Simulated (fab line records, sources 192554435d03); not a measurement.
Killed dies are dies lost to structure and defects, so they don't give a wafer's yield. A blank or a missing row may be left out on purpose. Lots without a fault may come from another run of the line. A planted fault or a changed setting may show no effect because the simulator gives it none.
fab line records | flow n5_finfet
record lots=24 wafers=72 last_day=21
route steps=1938 shown BEOL_M4@1064 BEOL_M5@1127
lots that met no fault: from a run of the same line without faults
start_h: hours from the record's first day to the start of the lot's first wafer shown | wait_h: hours since the lot's step before | " the same as in the row above | L1.1+2: a row that stands for several wafers | - no value, or no start given | * or withheld: withheld | < > ~ a bound
route shown NAME@n: a module of which the file shows steps, and the number in the route of the first | usual: mean/standard deviation of fault-free wafers | same: alike in all rows | chamber/n: place in a boat | sites: the reading at each site | _std_site: their standard deviation | _edge_site: outer sites' mean less inner sites' | radius_mm: how far each site lies from the wafer's centre | mask NAME#n: copy n | behind: the tool/chamber that last shaped the wafer | hold: why the lot was held/for how many hours/how that ended | device: the transistor (n, p or np) that didn't switch | end of line: the same wafers' tests at the end of the route | a step without rows: its recipe alone | killed: dies lost to structure and defects at the first sort, not the wafer's yield | map: a wafer's dies, x killed, . not, _ none there
set.NAME: the setting as run; set.NAME@STEP: as run at that earlier step | model.NAME: the simulator's own value behind a step, which no gauge read
steps of the route over a sample of lots; a table a step, a row a wafer
services: from which hour (start_h, from the record's first day; less than 0 if before it) a tool's chamber was out of use, for how many hours, and why
## steps
# step N5_BEOL_M4_ETCH_70
# recipe chemistry=N2/H2 target=SOC target_depth_a=800 overetch_a=240 mask_material=SiARC temp_c=40 time_s=130 ion_energy_ev=200 pressure_mtorr=30 source_w=840 bias_w=150 n2_flow_sccm=200 h2_flow_sccm=200
# usual drypump_motor_current_A=5.69/0.17 oes_product_au=0.59/0.052 rf_vpp_V=523.4/2.4 showerhead_plenum_p_Torr=2.52/0.084 throttle_valve_pct=17.9/0.31
# columns lot.wafer tool chamber start_h wait_h drypump_motor_current_A oes_product_au rf_hours_counter_h rf_vpp_V showerhead_plenum_p_Torr throttle_valve_pct
L074.1 rie_diel-01 2 230.87 0.0 5.66 0.55 180 523.2 2.54 18.3
L074.4 " 0 " " 5.77 0.59 110 520.2 2.46 17.8
L074.6 " 1 " " 5.52 0.60 - 526.4 2.67 17.9
L077.2 rie_diel-01 0 255.06 0.0 5.76 0.59 116 522.1 2.45 17.8
L077.3 " 2 " " 5.65 0.54 186 523.6 2.54 18.4
L077.5 " 1 " " 5.59 0.60 - 526.7 2.67 17.9
L076.2 rie_diel-03 1 260.90 0.0 5.78 0.57 140 522.4 2.43 18.0
L076.4 " 2 " " 5.94 0.54 - 527.3 2.62 17.9
L076.6 " 1 " " 5.77 0.57 - 519.9 2.43 18.0
L075.2 rie_diel-01 0 265.61 0.0 5.74 0.59 121 521.0 2.45 17.8
L075.3 " 2 " " 5.64 0.54 190 524.6 2.54 18.4
L075.4 " 1 " " 5.55 0.59 98 526.6 2.67 17.9
L080.2 rie_diel-01 0 271.18 0.0 5.74 0.58 122 521.2 2.45 17.8
L080.4 " 2 " " 5.64 0.54 192 523.2 2.54 18.4
L080.5 " 1 " " 5.57 0.59 - 527.1 2.67 17.9
L078.2 rie_diel-01 2 276.00 0.0 5.65 0.54 193 523.4 2.53 18.4
L078.4 " 3 " " 5.85 0.68 18 522.4 2.50 17.5
L078.5 " 2 " " 5.66 0.53 - 523.4 2.53 18.4
L082.3 rie_diel-04 0 281.88 0.0 5.88 0.64 46 522.9 2.47 17.7
L082.4 " 3 " " 5.25 0.53 199 526.9 2.63 18.3
L082.6 " 3 " " 5.24 0.53 - 526.9 2.63 18.3
L079.4 rie_diel-01 2 283.59 0.0 5.64 0.55 197 522.8 2.53 18.4
L079.5 " 3 " " 5.87 0.67 - 523.5 2.49 17.5
L079.6 " 0 " " 5.74 0.58 - 521.7 2.45 17.8
L086.2 rie_diel-01 3 292.19 0.0 5.89 0.67 24 523.3 2.49 17.5
L086.3 " 1 " " 5.55 0.59 107 526.7 2.66 18.0
L086.4 " 0 " " 5.75 0.59 129 520.7 2.45 17.8
L084.1 rie_diel-01 2 299.03 0.0 5.64 0.53 203 523.4 2.53 18.4
L084.4 " 1 " " 5.54 0.59 110 527.0 2.66 17.9
L084.5 " 2 " " 5.64 0.53 - 523.8 2.53 18.4
L081.3 rie_diel-01 0 305.12 0.0 5.74 0.58 134 520.0 2.45 17.8
L081.5 " 0 " " 5.73 0.57 - 520.5 2.45 17.8
L081.6 " 3 " " 5.87 0.65 - 522.7 2.49 17.5
L083.2 rie_diel-01 1 308.84 0.0 5.54 0.58 114 526.7 2.66 18.0
L083.3 " 3 " " 5.83 0.66 30 521.8 2.49 17.5
L083.6 " 2 " " 5.65 0.54 - 525.4 2.53 18.4
L085.2 rie_diel-04 0 312.51 0.0 5.88 0.63 55 522.4 2.46 17.8
L085.3 " 3 " " 5.23 0.53 209 527.3 2.63 18.3
L085.4 " 2 " " 5.44 0.68 23 525.3 2.62 17.7
L090.3 rie_diel-01 0 324.54 0.0 5.76 0.57 140 523.5 2.45 17.8
L090.4 " 2 " " 5.65 0.53 212 524.4 2.53 18.4
L090.6 " 3 " " 5.87 0.65 - 520.9 2.49 17.5
L089.1 rie_diel-04 0 339.70 0.0 5.88 0.62 63 523.6 2.46 17.8
L089.2 " 2 " " 5.40 0.67 30 524.3 2.61 17.7
L089.4 " 1 " " 5.90 0.64 50 521.8 2.49 17.7
L087.1 rie_diel-01 1 339.82 0.0 5.57 0.57 124 528.4 2.66 18.0
L087.2 " 3 " " 5.86 0.65 41 520.7 2.49 17.5
L087.6 " 0 " " 5.74 0.57 - 522.1 2.44 17.8
L088.2 rie_diel-03 2 339.84 0.0 5.96 0.52 234 525.2 2.61 17.9
L088.5 " 3 " " 5.68 0.55 - 520.4 2.40 17.6
L088.6 " 1 " " 5.78 0.54 - 519.9 2.42 18.0
L091.3 rie_diel-03 1 350.36 0.0 5.78 0.55 182 519.6 2.41 18.0
L091.4 " 2 " " 6.00 0.51 237 525.6 2.61 17.9
L091.5 " 3 " " 5.63 0.55 - 521.1 2.40 17.6
L092.2 rie_diel-01 2 350.60 0.0 5.64 0.53 222 524.4 2.52 18.4
L092.3 " 0 " " 5.75 0.57 149 521.9 2.44 17.8
L092.5 " 0 " " 5.76 0.57 - 520.9 2.44 17.8
L094.2 rie_diel-03 1 354.65 0.0 5.77 0.54 184 519.0 2.41 18.0
L094.3 " 2 " " 5.98 0.52 239 525.3 2.61 17.9
L094.4 " 0 " " 5.51 0.69 6 523.4 2.47 17.3
L096.1 rie_diel-01 2 360.41 0.0 5.65 0.53 225 524.4 2.52 18.4
L096.2 " 1 " " 5.56 0.57 132 526.3 2.65 18.0
L096.5 " 2 " " 5.65 0.52 - 523.8 2.52 18.4
L093.2 rie_diel-01 1 384.06 0.0 5.57 0.56 139 526.6 2.65 18.0
L093.3 " 3 " " 5.86 0.63 56 523.2 2.48 17.5
L093.6 " 3 " " 5.87 0.63 - 522.3 2.48 17.5
L095.1 rie_diel-01 2 384.43 0.0 5.63 0.52 233 522.7 2.52 18.4
L095.2 " 1 " " 5.55 0.57 139 527.7 2.65 18.0
L095.6 " 0 " " 5.72 0.56 - 522.4 2.44 17.9
L097.4 rie_diel-01 0 389.10 0.0 5.73 0.56 162 520.0 2.44 17.9
L097.5 " 2 " " 5.64 0.51 - 521.9 2.52 18.4
L097.6 " 1 " " 5.53 0.57 - 526.6 2.65 18.0
# step N5_BEOL_M4_STRIP_36
# recipe chemistry=N2/H2 power_w=450 temp_c=40 pressure_mtorr=20 rf_frequency_hz=6e+07 overash_fraction=0.3 bias_power_w=7 h2_frac=0.5 n2_flow_sccm=200 h2_flow_sccm=200
# usual drypump_motor_current_A=5.69/0.16 oes_product_au=0.79/0.074 rf_vpp_V=59.1/1.6 showerhead_plenum_p_Torr=2.52/0.084 throttle_valve_pct=23.7/0.33
# columns lot.wafer tool chamber start_h wait_h drypump_motor_current_A oes_product_au rf_hours_counter_h rf_vpp_V showerhead_plenum_p_Torr throttle_valve_pct
L074.1 rie_diel-01 2 231.04 0.0 5.65 0.73 180 57.0 2.54 24.2
L074.4 " 0 " " 5.71 0.81 110 58.5 2.45 23.6
L074.6 " 1 " " 5.58 0.82 - 61.2 2.67 23.9
L077.2 rie_diel-01 0 255.23 0.0 5.73 0.81 116 60.3 2.45 23.6
L077.3 " 2 " " 5.64 0.71 186 58.7 2.53 24.3
L077.5 " 1 " " 5.53 0.81 - 57.8 2.66 23.8
L076.2 rie_diel-03 1 261.06 0.0 5.78 0.77 140 61.5 2.43 23.9
L076.4 " 2 " " 5.97 0.72 - 60.4 2.62 23.6
L076.6 " 1 " " 5.79 0.75 - 57.4 2.43 23.9
L075.2 rie_diel-01 0 265.77 0.0 5.74 0.82 121 58.8 2.45 23.7
L075.3 " 2 " " 5.64 0.73 190 59.9 2.53 24.3
L075.4 " 1 " " 5.54 0.80 98 58.4 2.66 23.8
L080.2 rie_diel-01 0 271.35 0.0 5.74 0.81 122 58.9 2.45 23.6
L080.4 " 2 " " 5.63 0.72 192 61.8 2.53 24.2
L080.5 " 1 " " 5.54 0.81 - 61.7 2.66 23.9
L078.2 rie_diel-01 2 276.17 0.0 5.64 0.72 193 58.9 2.53 24.2
L078.4 " 3 " " 5.85 0.92 18 61.1 2.49 23.4
L078.5 " 2 " " 5.62 0.72 - 57.0 2.53 24.3
L082.3 rie_diel-04 0 282.04 0.0 5.86 0.88 46 59.8 2.46 23.5
L082.4 " 3 " " 5.24 0.71 199 58.9 2.63 24.2
L082.6 " 3 " " 5.24 0.71 - 58.7 2.63 24.2
L079.4 rie_diel-01 2 283.76 0.0 5.64 0.73 197 57.8 2.53 24.2
L079.5 " 3 " " 5.88 0.90 - 59.6 2.49 23.4
L079.6 " 0 " " 5.75 0.79 - 59.7 2.45 23.6
L086.2 rie_diel-01 3 292.35 0.0 5.87 0.90 24 58.4 2.49 23.4
L086.3 " 1 " " 5.54 0.79 107 62.9 2.66 23.9
L086.4 " 0 " " 5.73 0.80 129 58.3 2.45 23.7
L084.1 rie_diel-01 2 299.20 0.0 5.62 0.72 203 56.4 2.53 24.3
L084.4 " 1 " " 5.56 0.79 111 56.1 2.66 23.9
L084.5 " 2 " " 5.63 0.72 - 59.9 2.53 24.3
L081.3 rie_diel-01 0 305.29 0.0 5.77 0.79 134 58.0 2.44 23.7
L081.5 " 0 " " 5.76 0.78 - 57.1 2.44 23.7
L081.6 " 3 " " 5.90 0.88 - 58.8 2.49 23.4
L083.2 rie_diel-01 1 309.01 0.0 5.55 0.79 114 58.9 2.66 23.9
L083.3 " 3 " " 5.86 0.89 30 57.5 2.49 23.4
L083.6 " 2 " " 5.65 0.72 - 60.7 2.52 24.3
L085.2 rie_diel-04 0 312.67 0.0 5.88 0.84 55 60.2 2.46 23.5
L085.3 " 3 " " 5.26 0.71 210 59.1 2.62 24.2
L085.4 " 2 " " 5.41 0.91 23 57.9 2.61 23.7
L090.3 rie_diel-01 0 324.70 0.0 5.75 0.79 140 59.7 2.44 23.6
L090.4 " 2 " " 5.63 0.70 212 57.3 2.52 24.3
L090.6 " 3 " " 5.85 0.89 - 57.1 2.48 23.4
L089.1 rie_diel-04 0 339.87 0.0 5.88 0.86 63 58.9 2.46 23.5
L089.2 " 2 " " 5.41 0.91 30 57.2 2.61 23.7
L089.4 " 1 " " 5.93 0.88 50 61.4 2.48 23.6
L087.1 rie_diel-01 1 339.98 0.0 5.55 0.78 124 62.5 2.65 23.9
L087.2 " 3 " " 5.89 0.87 41 59.0 2.48 23.4
L087.6 " 0 " " 5.78 0.78 - 58.7 2.44 23.6
L088.2 rie_diel-03 1 340.09 0.0 5.79 0.73 177 59.9 2.41 23.9
L088.5 " 3 " " 5.69 0.74 - 57.1 2.40 23.2
L088.6 " 1 " " 5.78 0.73 - 59.1 2.41 23.9
L091.3 rie_diel-03 1 350.53 0.0 5.78 0.71 182 60.7 2.41 23.9
L091.4 " 2 " " 5.95 0.67 237 60.7 2.60 23.6
L091.5 " 3 " " 5.66 0.74 - 57.3 2.39 23.3
L092.2 rie_diel-01 2 350.77 0.0 5.64 0.70 222 58.0 2.52 24.3
L092.3 " 0 " " 5.74 0.79 149 57.9 2.44 23.7
L092.5 " 0 " " 5.77 0.78 - 57.2 2.44 23.7
L094.2 rie_diel-03 1 354.81 0.0 5.79 0.71 184 56.6 2.41 23.9
L094.3 " 2 " " 5.94 0.68 239 58.3 2.60 23.6
L094.4 " 0 " " 5.52 0.94 6 61.1 2.47 23.0
L096.1 rie_diel-01 2 360.57 0.0 5.66 0.69 226 59.5 2.52 24.3
L096.2 " 1 " " 5.55 0.79 132 59.9 2.65 23.9
L096.5 " 2 " " 5.66 0.70 - 57.9 2.52 24.3
L093.2 rie_diel-01 1 384.23 0.0 5.54 0.75 139 61.0 2.64 23.9
L093.3 " 3 " " 5.87 0.86 56 57.9 2.48 23.4
L093.6 " 3 " " 5.89 0.84 - 57.6 2.48 23.4
L095.1 rie_diel-01 2 384.59 0.0 5.62 0.69 233 57.4 2.51 24.3
L095.2 " 1 " " 5.56 0.77 139 58.5 2.64 23.9
L095.6 " 0 " " 5.76 0.78 - 60.5 2.43 23.7
L097.4 rie_diel-01 0 389.27 0.0 5.74 0.76 162 60.5 2.43 23.7
L097.5 " 2 " " 5.62 0.70 - 62.1 2.51 24.3
L097.6 " 1 " " 5.55 0.76 - 57.8 2.64 23.9
# step N5_BEOL_M4_SURFACE_TREAT_85
# recipe gas=Ar time_s=* ion_energy_ev=* ion_current_ma_cm2=0.5 pressure_mtorr=* ar_flow_sccm=30
# usual throttle_valve_pct=*
# columns lot.wafer tool chamber start_h wait_h throttle_valve_pct
L074.1 pvd_sputter-01 - 231.90 0.1 *
L074.4 " - " " *
L074.6 " - " " *
L077.2 pvd_sputter-03 - 256.16 0.2 *
L077.3 " - " " *
L077.5 " - " " *
L076.2 pvd_sputter-03 - 263.24 0.1 *
L076.4 " - " " *
L076.6 " - " " *
L075.2 pvd_sputter-03 - 266.93 0.2 *
L075.3 " - " " *
L075.4 " - " " *
L080.2 pvd_sputter-02 - 272.77 0.3 *
L080.4 " - " " *
L080.5 " - " " *
L078.2 pvd_sputter-02 - 277.53 0.2 *
L078.4 " - " " *
L078.5 " - " " *
L082.3 pvd_sputter-02 - 283.47 0.2 *
L082.4 " - " " *
L082.6 " - " " *
L079.4 pvd_sputter-03 - 285.78 0.2 *
L079.5 " - " " *
L079.6 " - " " *
L086.2 pvd_sputter-03 - 293.73 0.2 *
L086.3 " - " " *
L086.4 " - " " *
L084.1 pvd_sputter-03 - 300.52 0.1 *
L084.4 " - " " *
L084.5 " - " " *
L081.3 pvd_sputter-03 - 307.02 0.2 *
L081.5 " - " " *
L081.6 " - " " *
L083.2 pvd_sputter-01 - 310.35 0.2 *
L083.3 " - " " *
L083.6 " - " " *
L085.2 pvd_sputter-03 - 314.04 0.2 *
L085.3 " - " " *
L085.4 " - " " *
L090.3 pvd_sputter-03 - 326.12 0.2 *
L090.4 " - " " *
L090.6 " - " " *
L089.1 pvd_sputter-02 - 341.30 0.2 *
L089.2 " - " " *
L089.4 " - " " *
L087.1 pvd_sputter-03 - 341.36 0.2 *
L087.2 " - " " *
L087.6 " - " " *
L088.2 pvd_sputter-01 - 341.71 0.4 *
L088.5 " - " " *
L088.6 " - " " *
L091.3 pvd_sputter-02 - 351.62 0.3 *
L091.4 " - " " *
L091.5 " - " " *
L092.2 pvd_sputter-02 - 351.66 0.2 *
L092.3 " - " " *
L092.5 " - " " *
L094.2 pvd_sputter-01 - 355.56 0.1 *
L094.3 " - " " *
L094.4 " - " " *
L096.1 pvd_sputter-02 - 361.31 0.1 *
L096.2 " - " " *
L096.5 " - " " *
L093.2 pvd_sputter-01 - 385.22 0.1 *
L093.3 " - " " *
L093.6 " - " " *
L095.1 pvd_sputter-01 - 385.60 0.1 *
L095.2 " - " " *
L095.6 " - " " *
L097.4 pvd_sputter-02 - 390.06 0.0 *
L097.5 " - " " *
L097.6 " - " " *
# step N5_BEOL_M4_ANNEAL_49
# recipe temp_c=400 time_s=240 ambient=vacuum
# usual heater_power_w=779/68
# columns lot.wafer tool chamber start_h wait_h heater_power_w
L074.1 pvd_sputter-01 - 233.96 0.0 783
L074.4 " - " " 903
L074.6 " - " " 757
L077.2 pvd_sputter-03 - 257.14 0.0 722
L077.3 " - " " 809
L077.5 " - " " 677
L076.2 pvd_sputter-03 - 263.55 0.0 807
L076.4 " - " " 755
L076.6 " - " " 808
L075.2 pvd_sputter-01 - 268.92 0.0 803
L075.3 " - " " 708
L075.4 " - " " 854
L080.2 pvd_sputter-03 - 274.74 0.0 740
L080.4 " - " " 810
L080.5 " - " " 790
L078.2 pvd_sputter-02 - 277.93 0.0 878
L078.4 " - " " 758
L078.5 " - " " 698
L082.3 pvd_sputter-01 - 283.77 0.0 904
L082.4 " - " " 792
L082.6 " - " " 746
L079.4 pvd_sputter-03 - 286.08 0.0 746
L079.5 " - " " 781
L079.6 " - " " 822
L086.2 pvd_sputter-02 - 294.20 0.0 695
L086.3 " - " " 688
L086.4 " - " " 775
L084.1 pvd_sputter-02 - 300.92 0.0 860
L084.4 " - " " 695
L084.5 " - " " 701
L081.3 pvd_sputter-03 - 307.52 0.0 658
L081.5 " - " " 750
L081.6 " - " " 673
L083.2 pvd_sputter-01 - 310.67 0.0 835
L083.3 " - " " 788
L083.6 " - " " 740
L085.2 pvd_sputter-02 - 314.63 0.0 850
L085.3 " - " " 699
L085.4 " - " " 701
L090.3 pvd_sputter-01 - 326.65 0.0 908
L090.4 " - " " 836
L090.6 " - " " 845
L089.1 pvd_sputter-03 - 341.81 0.0 661
L089.2 " - " " 804
L089.4 " - " " 812
L087.1 pvd_sputter-01 - 341.91 0.0 731
L087.2 " - " " 856
L087.6 " - " " 789
L088.2 pvd_sputter-02 - 343.26 0.0 708
L088.5 " - " " 706
L088.6 " - " " 775
L091.3 pvd_sputter-02 - 352.04 0.0 692
L091.4 " - " " 872
L091.5 " - " " 865
L092.2 pvd_sputter-03 - 352.58 0.0 826
L092.3 " - " " 747
L092.5 " - " " 787
L094.2 pvd_sputter-01 - 355.89 0.0 857
L094.3 " - " " 730
L094.4 " - " " 775
L096.1 pvd_sputter-02 - 361.64 0.0 857
L096.2 " - " " 771
L096.5 " - " " 709
L093.2 pvd_sputter-02 - 385.54 0.0 716
L093.3 " - " " 866
L093.6 " - " " 779
L095.1 pvd_sputter-01 - 386.04 0.0 920
L095.2 " - " " 731
L095.6 " - " " 776
L097.4 pvd_sputter-03 - 390.89 0.0 825
L097.5 " - " " 837
L097.6 " - " " 816
# step N5_BEOL_M4_ANNEAL_82
# recipe temp_c=400 time_s=240 ambient=vacuum
# usual heater_power_w=780/67
# columns lot.wafer tool chamber start_h wait_h heater_power_w
L074.1 pvd_sputter-01 - 234.40 0.0 786
L074.4 " - " " 888
L074.6 " - " " 739
L077.2 pvd_sputter-03 - 257.58 0.0 736
L077.3 " - " " 812
L077.5 " - " " 686
L076.2 pvd_sputter-03 - 263.99 0.0 816
L076.4 " - " " 747
L076.6 " - " " 811
L075.2 pvd_sputter-01 - 269.36 0.0 772
L075.3 " - " " 736
L075.4 " - " " 829
L080.2 pvd_sputter-03 - 275.18 0.0 746
L080.4 " - " " 802
L080.5 " - " " 803
L078.2 pvd_sputter-02 - 278.37 0.0 849
L078.4 " - " " 767
L078.5 " - " " 688
L082.3 pvd_sputter-01 - 284.21 0.0 903
L082.4 " - " " 787
L082.6 " - " " 732
L079.4 pvd_sputter-03 - 286.52 0.0 741
L079.5 " - " " 767
L079.6 " - " " 797
L086.2 pvd_sputter-02 - 294.67 0.0 705
L086.3 " - " " 681
L086.4 " - " " 757
L084.1 pvd_sputter-02 - 301.40 0.0 846
L084.4 " - " " 706
L084.5 " - " " 694
L081.3 pvd_sputter-03 - 307.96 0.0 662
L081.5 " - " " 753
L081.6 " - " " 685
L083.2 pvd_sputter-01 - 311.11 0.0 862
L083.3 " - " " 787
L083.6 " - " " 736
L085.2 pvd_sputter-02 - 315.07 0.0 860
L085.3 " - " " 706
L085.4 " - " " 734
L090.3 pvd_sputter-01 - 327.09 0.0 924
L090.4 " - " " 852
L090.6 " - " " 832
L089.1 pvd_sputter-03 - 342.25 0.0 674
L089.2 " - " " 817
L089.4 " - " " 817
L087.1 pvd_sputter-01 - 342.35 0.0 739
L087.2 " - " " 865
L087.6 " - " " 780
L088.2 pvd_sputter-02 - 343.70 0.0 702
L088.5 " - " " 707
L088.6 " - " " 755
L091.3 pvd_sputter-02 - 352.48 0.0 711
L091.4 " - " " 852
L091.5 " - " " 853
L092.2 pvd_sputter-03 - 353.02 0.0 817
L092.3 " - " " 761
L092.5 " - " " 809
L094.2 pvd_sputter-01 - 356.33 0.0 855
L094.3 " - " " 742
L094.4 " - " " 776
L096.1 pvd_sputter-02 - 362.08 0.0 857
L096.2 " - " " 767
L096.5 " - " " 710
L093.2 pvd_sputter-02 - 385.98 0.0 697
L093.3 " - " " 855
L093.6 " - " " 761
L095.1 pvd_sputter-01 - 386.48 0.0 918
L095.2 " - " " 726
L095.6 " - " " 792
L097.4 pvd_sputter-03 - 391.33 0.0 823
L097.5 " - " " 830
L097.6 " - " " 802
# step N5_BEOL_M5_OVL_MEAS_12
# recipe points_per_wafer=522
# usual M5_OVL=0.2/0.69
# columns lot.wafer tool chamber start_h wait_h M5_OVL[nm]
L074.1 overlay-02 0 241.20 0.0 0.9
L074.4 " 0 " " 0.4
L074.6 " 0 " " 0.7
L077.2 overlay-01 0 263.53 0.0 -0.3
L077.3 " 0 " " -0.1
L077.5 " 0 " " -0.1
L076.2 overlay-02 0 271.87 0.0 2.1
L076.4 " 0 " " 1.2
L076.6 " 0 " " 2.1
L075.2 overlay-02 0 276.18 0.0 0.4
L075.3 " 0 " " 0.6
L075.4 " 0 " " -0.2
L080.2 overlay-01 0 280.41 0.0 0.1
L080.4 " 0 " " 0.8
L080.5 " 0 " " -0.3
L078.2 overlay-02 0 283.60 0.0 0.1
L078.4 " 0 " " 0.9
L078.5 " 0 " " 1.2
L082.3 overlay-01 0 289.37 0.0 -1.2
L082.4 " 0 " " -0.4
L082.6 " 0 " " 0.0
L079.4 overlay-01 0 291.78 0.0 1.3
L079.5 " 0 " " -0.1
L079.6 " 0 " " 0.6
L086.2 overlay-01 0 300.15 0.0 -0.7
L086.3 " 0 " " 0.0
L086.4 " 0 " " -0.2
L084.1 overlay-01 0 306.96 0.0 0.7
L084.4 " 0 " " 1.6
L084.5 " 0 " " 0.9
L081.3 overlay-01 0 313.93 0.0 -1.2
L081.5 " 0 " " -0.6
L081.6 " 0 " " -0.9
L083.2 overlay-01 0 317.30 0.0 -0.6
L083.3 " 0 " " -0.9
L083.6 " 0 " " -0.3
L085.2 overlay-01 0 320.86 0.0 -0.1
L085.3 " 0 " " 0.3
L085.4 " 0 " " -0.9
L090.3 overlay-01 0 332.09 0.0 0.4
L090.4 " 0 " " -0.2
L090.6 " 0 " " 0.0
L089.1 overlay-01 0 355.57 0.0 1.2
L089.2 " 0 " " 1.7
L089.4 " 0 " " 1.9
L087.1 overlay-02 0 356.88 0.0 0.4
L087.2 " 0 " " -0.6
L087.6 " 0 " " 0.0
L088.2 overlay-01 0 358.59 0.0 0.7
L088.5 " 0 " " -0.3
L088.6 " 0 " " 0.2
L091.3 overlay-01 0 361.68 0.0 1.4
L091.4 " 0 " " -0.4
L091.5 " 0 " " 0.9
L092.2 overlay-01 0 363.36 0.0 0.6
L092.3 " 0 " " -0.2
L092.5 " 0 " " -0.3
L094.2 overlay-02 0 364.92 0.0 0.3
L094.3 " 0 " " 0.3
L094.4 " 0 " " -0.1
L096.1 overlay-01 0 370.25 0.0 0.2
L096.2 " 0 " " -0.3
L096.5 " 0 " " -1.0
L093.2 overlay-01 0 390.65 0.0 0.4
L093.3 " 0 " " -0.8
L093.6 " 0 " " 0.5
L095.1 overlay-02 0 392.74 0.0 0.6
L095.2 " 0 " " -0.2
L095.6 " 0 " " 0.1
L097.4 overlay-01 0 396.39 0.0 0.0
L097.5 " 0 " " 0.3
L097.6 " 0 " " 0.5
## services
# columns tool chamber start_h hours kind
rie_diel-04 2 209.91 - clean
rie_diel-04 2 209.91 - consumable_replace:focus_ring
rie_diel-04 2 209.91 14.3 scheduled_down
rie_diel-04 2 209.91 14.3 vent_cycle
pvd_sputter-03 - 216.35 1.0 repair
rie_diel-03 2 238.86 1.8 repair
rie_diel-03 3 254.51 19.3 repair
rie_diel-03 3 289.92 5.3 repair
rie_diel-04 0 298.90 4.3 repair
rie_diel-03 0 309.46 - clean
rie_diel-03 0 309.46 - consumable_replace:focus_ring
rie_diel-03 0 309.46 30.7 scheduled_down
rie_diel-03 0 309.46 30.7 vent_cycle
rie_diel-04 2 332.82 4.0 repair
rie_diel-03 2 390.73 - clean
rie_diel-03 2 390.73 - consumable_replace:focus_ring
rie_diel-03 2 390.73 25.9 scheduled_down
rie_diel-03 2 390.73 25.9 vent_cycle
## key
fault none
